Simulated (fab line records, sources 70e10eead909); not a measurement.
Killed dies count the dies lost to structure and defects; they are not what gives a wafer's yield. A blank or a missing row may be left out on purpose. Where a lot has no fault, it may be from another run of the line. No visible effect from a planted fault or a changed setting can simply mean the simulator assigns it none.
Comparing a struck lot with a sound one | flow nand_harc | 39 out of 1302 route steps
Sound: the wafers L622.1, L622.3, L622.4. Struck: wafers L634.2, L634.3, L634.5. The cause is named last.
Each step with rows lists, per side, the tool, then ch with its chambers, then its first start. Under that, the readings that differ: sound wafers | struck wafers | difference of the means | sigmas: that difference in standard deviations of wafers without a fault.
alike: readings with means less than 2 such deviations apart, plus words and numbers identical on both sides. not compared: withheld readings, readings lacking a value on some wafer, bounds such as >300 that could conceal the same value, and numbers that have no deviation in the record and whose values overlap.
Wherever a step has rows on one side only, a row that says differs or no value, or a row with sigmas, the two part there. Numbers that don't overlap but have no deviation are shown without sigmas and don't part them. A reading missing from all wafers of one side parts the sides only when that side holds two or more wafers.

NHARC_A_CHANNEL_FILL_D1_ALD_02: deposits SiO2, target thk 6 nm, pulse time 10 s, ald cycles 60.
  sound on ald_hk-01 ch 0,1,3, day 9 17:23; struck on ald_hk-02 ch 0,2,3, day 14 17:41
  alike: heater_power_w, precursor_pulse_height_rel
NHARC_A_CHANNEL_FILL_D1_ALD_03: deposits SiNx, target thk 6 nm, pulse time 60 s, ald cycles 58.
  sound on ald_sin_batch-02 ch 0; struck on ald_sin_batch-01 ch 0
  alike: precursor_pulse_height_rel
then, 5 steps without rows for these wafers: NHARC_A_CHANNEL_FILL_D1_ALD_14 (deposits SiO2, target thk 2.5 nm, pulse time 10 s, ald cycles 25); NHARC_A_CHANNEL_FILL_D1_ALD_15 (deposits SiNx, target thk 2 nm, pulse time 60 s, ald cycles 19); NHARC_A_CHANNEL_FILL_D1_ALD_16 (deposits SiO2, target thk 1.5 nm, pulse time 10 s, ald cycles 15); NHARC_A_CHANNEL_FILL_D1_ANNEAL_17 (time 1800 s); NHARC_A_CHANNEL_FILL_D1_CVD_18 (deposits poly-Si, target thk 3 nm).
NHARC_A_CHANNEL_FILL_D1_ETCHBACK_19: etches the open film in HBr/Cl2, target depth 5 nm, time 1.7 s.
  sound on rie_si-03 ch 0,1,2, day 10 15:05; struck on rie_si-05 ch 1,3, day 15 19:41
  alike: drypump_motor_current_A, oes_product_au, throttle_valve_pct
  not compared: rf_hours_counter_h
then, 4 steps without rows for these wafers: NHARC_A_CHANNEL_FILL_D1_ETCHBACK_20 (etches the open film in C4F8/O2/Ar, target depth 27 nm, time 13.5 s); NHARC_A_CHANNEL_FILL_D1_STRIP_28 (strips in O2, time 20 s); NHARC_A_CHANNEL_FILL_D1_PRECLEAN_21 (cleans in dHF, time 30 s); NHARC_A_CHANNEL_FILL_D1_SRD_23.
NHARC_A_CHANNEL_FILL_D1_CVD_05: deposits poly-Si, target thk 5 nm.
  sound on lpcvd_poly-03 ch 0, day 10 17:42; struck on lpcvd_poly-03 ch 0, day 15 22:18
  alike: tube_center_temp_C
then, 1 step without rows for these wafers: NHARC_A_CHANNEL_FILL_D1_ANNEAL_22 (time 7200 s).
NHARC_A_CHANNEL_FILL_D1_ALD_25: deposits SiOx, target thk 60 nm, pulse time 10 s, ald cycles 600.
  sound on ald_hk-01 ch 0,2,3, day 11 03:00; struck on ald_hk-02 ch 1,2,3, day 16 08:19
  alike: heater_power_w, precursor_pulse_height_rel
then, 16 steps without rows for these wafers: NHARC_A_CHANNEL_FILL_D1_ETCHBACK_08 (etches the open film in C4F8, target depth 220 nm, time 110 s); NHARC_A_CHANNEL_FILL_D1_STRIP_29 (strips in O2, time 20 s); NHARC_A_CHANNEL_FILL_D1_PRECLEAN_30 (cleans in dHF, time 30 s); NHARC_A_CHANNEL_FILL_D1_SRD_31; NHARC_A_CHANNEL_FILL_D1_CVD_09 (deposits poly-Si, target thk 150 nm, time 3000 s); NHARC_A_CHANNEL_FILL_D1_CMP_10 (polishes, target thk 150 nm); NHARC_A_CHANNEL_FILL_D1_SRD_12; NHARC_A_DECK1_JOINT_ETCHBACK_07 (etches the open film in HBr, target depth 105 nm, time 26.9 s); NHARC_A_DECK1_JOINT_ETCH_25 (etches SiO2 in dHF, target depth 0.5 nm); NHARC_A_DECK1_JOINT_ETCH_19 (etches poly-Si in TMAH, target depth 3 nm); NHARC_A_DECK1_JOINT_ETCH_18 (etches SiO2 in dHF, target depth 3 nm); NHARC_A_DECK1_JOINT_WET_08 (chemistry H3PO4, time 86 s); NHARC_A_DECK1_JOINT_ETCH_09 (etches SiO2 in dHF, target depth 5 nm); NHARC_A_DECK1_JOINT_WET_10 (chemistry H3PO4, time 86 s); NHARC_A_DECK1_JOINT_ETCH_11 (etches SiO2 in dHF, target depth 35 nm); NHARC_A_DECK1_JOINT_CVD_12 (deposits poly-Si, target thk 90 nm, time 1800 s).
NHARC_A_DECK1_JOINT_CMP_13: polishes, target thk 51.023 nm.
  sound on cmp-02 ch 1,2,3, day 12 01:19; struck on cmp-04 ch 1,3, day 17 05:56
  alike: motor_current_A, time_to_endpoint_s
NHARC_A_DECK1_JOINT_THK_MEAS_14: measures by ellipsometry.
  sound on film_metro-02, day 12 01:35; struck on film_metro-01, day 17 06:10
  alike: thk_nm
then, 5 steps without rows for these wafers: NHARC_A_DECK1_JOINT_SRD_04; NHARC_A_DECK1_JOINT_ETCHBACK_00 (etches the open film in HBr, target depth 30 nm, time 17.4 s); NHARC_A_DECK1_JOINT_PRECLEAN_30 (cleans in SC1); NHARC_A_DECK1_JOINT_SRD_31; NHARC_A_DECK1_JOINT_CVD_34 (deposits SiNx, target thk 20 nm).
-- jump in the record: it breaks off in module A_DECK1_JOINT and resumes in module END (first step shown: number 1302 of the route), and 13 days separate the struck wafers' starts before and after --
NHARC_END_SORT_01:
  only the struck wafers appear in the record here, on prober-01 ch 0 at day 30 08:45; the sound ones have no rows

## WHERE THEY PART
Only at NHARC_END_SORT_01, as far as this record shows.

WHY: the cause the simulator had injected
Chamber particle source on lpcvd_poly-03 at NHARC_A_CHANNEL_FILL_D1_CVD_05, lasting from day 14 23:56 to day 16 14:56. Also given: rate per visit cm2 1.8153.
